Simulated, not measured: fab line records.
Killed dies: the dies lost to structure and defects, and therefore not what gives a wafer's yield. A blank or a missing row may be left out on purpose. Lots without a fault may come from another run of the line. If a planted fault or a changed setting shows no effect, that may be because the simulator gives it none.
Which tool was responsible?	flow n5-finfet	at 1 step of a route of 1938, 11 lots with 33 wafers sampled

## WHAT EACH GAUGE READ, for each wafer
N5_BEOL_M12_INSPECT_30: inspects for defects (macro).
lot	measured	on	raw-defect-count
L996	day 11 18:23	defect-inspect-02	2 3 1
L997	day 11 18:44	defect-inspect-01	2 4 1
L100	day 13 19:04	defect-inspect-02	1 3 4
L107	day 16 07:38	defect-inspect-02	2 0 2
L109	day 16 10:20	defect-inspect-02	2 2 4
L108	day 16 12:34	defect-inspect-02	4 3 1
L998	day 16 19:41	defect-inspect-02	5 4 1
L110	day 17 23:40	defect-inspect-02	0 3 2
L114	day 18 00:02	defect-inspect-02	1 3 1
L115	day 18 06:37	defect-inspect-02	3 1 3
L119	day 18 12:35	defect-inspect-01	1 2 4

## TOOL THAT RAN EACH LOT (tool first, then ch and the chambers of the sampled wafers, then the start)
The record shows no process step preceding these readings.

## WHAT THE TOOLS THEMSELVES READ (means of the sampled wafers that have a number; where no wafer has one, the mark that the record gives instead)
The record holds no such reading with a usual standard deviation.

## THE ANSWER, worked out from the rows above alone
Rule: the usual values come from the lots themselves. Put in order of their means at a reading, lots are off if they are a third of the lots or fewer, leave a main group of 4 or more, and stand apart from it by a gap of 3 or more times the standard deviation of the main group's means; of several such gaps the widest counts. The tables above print the reading to a certain number of digits; a main group whose means all agree to those digits is not used. Also off: a lot with no number at a reading for which 4 or more lots have one. Where the step has rows for the other lots, those lots are counted as sound. Order of review: gauges by route order, followed by the tools' own readings, for which a lot's mean as printed above is used. The first step at which some lot is off is used, and at that step the reading that is off furthest; a lot without a number counts as furthest.
No lot is off on any of the readings shown, so nothing can be concluded from this.

## WHAT THE SIMULATOR HAD INSERTED
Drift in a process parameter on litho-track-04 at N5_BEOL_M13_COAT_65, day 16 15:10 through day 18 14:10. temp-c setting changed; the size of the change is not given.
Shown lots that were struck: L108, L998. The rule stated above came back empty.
